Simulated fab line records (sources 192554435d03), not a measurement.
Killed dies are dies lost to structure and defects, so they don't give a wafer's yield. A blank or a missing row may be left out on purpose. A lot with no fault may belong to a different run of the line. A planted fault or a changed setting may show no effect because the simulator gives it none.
Problem report in the 8D (eight disciplines) form, filled by code    flow n5_finfet    the parts of the form that need people (team, actions taken, sign-off) are left out
Where a reading is given only as a bound, like >300, the bound stands for it, and a mean or a difference that rests on one is marked > or <: the true number lies beyond.

## 1. PROBLEM STATEMENT
raw_defect_count at N5_MIM_TOP_LITHO_INSPECT_12 reads a mean of >283 on 9 wafers of 3 lots; wafers without a fault read 2.0 with a standard deviation of 1.4. So: +99 or more standard deviations from the usual mean.
The step: inspects for defects (macro).
First seen on wafer L845.1, day 13 11:55, on defect_inspect-01. Wafers with a number at this step in the record: 33, from 11 lots. Rule for "out" (also "out of limits"): further than 4 standard deviations from the usual mean. All remaining wafers that have a number are taken as sound.

## 2. WHAT IT IS; WHAT IT IS NOT
question                     is                                    is not
which readings at this step  raw_defect_count                      -
which lots                   L845, L847, L848                      L842, L843, L844, L856, L857, L858, L860, L861
which wafers of those lots   all that have a number                -
read on which gauges         defect_inspect-01, defect_inspect-02  -
when                         from day 13 11:55                     up to then (9 sound wafers); but 15 sound wafers of L856, L857, L858, L860, L861 came after

## 3. WHAT RULES OUT EACH SUSPECT
Counting: a tool at a process step up to the reading stays a suspect if it ran every lot that is out and no sound lot after the first of them.
- the gauge at N5_MIM_TOP_LITHO_INSPECT_12 is ruled out. 2 gauges (defect_inspect-01, defect_inspect-02) read the wafers that are out.
- pecvd-04 at N5_PASSIVATION_PECVD_00 (deposits SiO2 from SiH4/N2O, target thk 200 nm, time 11.2 s): ruled out as a lasting fault. The sound lots L857, L858, L861 went through it after L845, its earliest lot that is out (day 13 10:02).
Left after counting: nothing in the record.

## 4. THE CAUSE (what the simulator had put in)
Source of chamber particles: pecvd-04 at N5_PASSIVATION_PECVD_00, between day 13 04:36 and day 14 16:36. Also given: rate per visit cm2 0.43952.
Counting ruled it out, wrongly: the rule takes a fault to strike every lot that its tool runs from its start on, and this one did not.

## 5. SEQUENCE OF EFFECTS, ordered by route
Each row: a reading whose mean over the struck wafers that have a number lies more than 3 standard deviations from the usual. Readings are gone through only where the record gives a usual standard deviation; hours: the median, over the lots, of the time from a lot's start at the first step in this table giving one to that lot's start at this step; sigmas: the change measured in usual standard deviations.
hours  step                         reading               usual   on struck wafers  change  sigmas
0      N5_MIM_TOP_LITHO_INSPECT_12  raw_defect_count      2.0     >283              >+281   +99 or more
10     N5_PASSIVATION_PROBE_49      defect_limited_yield  91.1 %  85.5              -5.6    -3.7
10     N5_PASSIVATION_PROBE_49      killed_at_other       4       70                +66     +21
10     N5_PASSIVATION_PROBE_49      killed_dies           105     171               +66     +3.7
10     N5_PASSIVATION_PROBE_49      sort_bin_5_function   5.1 %   9.2               +4.1    +4.5
10     N5_PASSIVATION_PROBE_49      sort_n_pass           1075    1008              -67     -3.7
10     N5_PASSIVATION_PROBE_49      sort_yield_pct        91.1 %  85.4              -5.7    -3.8
It contains these process steps:
- N5_PASSIVATION_PROBE_49

## 6. HOW IT WOULD HAVE BEEN CAUGHT EARLIER
7 hours passed between the start of the fault at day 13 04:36 and the first reading out of limits at a measuring or inspecting step in this record, taken at day 13 11:55.
An alarm limit of 4 standard deviations would not have fired on the tool readings at N5_PASSIVATION_PECVD_00 for which the record gives a usual standard deviation, since none of them was out on any struck wafer.
